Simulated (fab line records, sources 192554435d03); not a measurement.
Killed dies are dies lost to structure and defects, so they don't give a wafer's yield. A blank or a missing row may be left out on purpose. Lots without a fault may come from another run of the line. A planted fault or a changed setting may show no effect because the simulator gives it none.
One fault seen from 2 desks | flow n5_finfet | each desk has only its own numbers; what lay behind them comes last

THE METROLOGY DESK
What the gauges read, lot by lot, whatever tool the lot ran on: means of the sampled wafers that have a number. A lot is out of limits, marked OUT, if its mean lies more than 4 standard deviations from the usual mean; the brackets give that distance.
Columns: A = cd_nm at N5_BEOL_M15_CD_MEAS_10, usual 360.7 nm; B = V14_OVL at N5_BEOL_M15_OVL_MEAS_11, usual 2 nm
lot  | first seen here | A     | B
L373 | day 11 17:02    | 362.9 | 6
L371 | day 11 17:21    | 362.4 | 10
L372 | day 11 23:20    | 360.6 | 1
L374 | day 12 13:22    | 361.9 | -5
L375 | day 12 13:40    | 360.2 | 6
L376 | day 12 22:25    | 358.7 | 0
L380 | day 13 17:02    | 359.3 | 63 (+11) OUT
L384 | day 15 04:09    | 360.3 | 69 (+12) OUT
L392 | day 16 15:23    | 358.9 | -3
L390 | day 16 16:14    | 359.1 | 10
L393 | day 17 05:42    | 361.4 | 7
This desk's finding: out of limits on L380, L384; first on L380, day 13 17:04 (V14_OVL at N5_BEOL_M15_OVL_MEAS_11). In limits: L373, L371, L372, L374, L375, L376, L392, L390, L393.

THE DEFECT DESK
What the inspections along the route counted, lot by lot: means of the sampled wafers that have a number. A lot is out of limits, marked OUT, if its mean lies more than 4 standard deviations from the usual mean; the brackets give that distance.
Columns: A = raw_defect_count at N5_BEOL_M14_INSPECT_55, usual 66
lot  | first seen here | A
L373 | day 11 16:19    | 70
L371 | day 11 16:46    | 36
L372 | day 11 22:37    | 55
L374 | day 12 12:46    | 71
L375 | day 12 13:05    | 79
L376 | day 12 21:42    | 90
L380 | day 13 16:20    | 61
L384 | day 15 03:23    | 80
L392 | day 16 14:41    | 70
L390 | day 16 15:39    | 49
L393 | day 17 05:07    | 65
This desk's finding: nothing out of limits on any of the 11 lots.

PUT TOGETHER
The metrology desk could have raised an alarm at day 13 17:04, on L380, L384.
The defect desk saw nothing out of limits.
The defect desk has L380, L384 on record, within its limits.
Of the lots named, all ran N5_BEOL_M15_EXPOSE_07 on krf_scanner-02.

WHAT THE SIMULATOR HAD PUT IN
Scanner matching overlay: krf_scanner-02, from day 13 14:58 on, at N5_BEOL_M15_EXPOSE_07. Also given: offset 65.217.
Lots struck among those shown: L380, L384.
Hours from the fault's start to each desk's first reading out of limits: the metrology desk, 2.
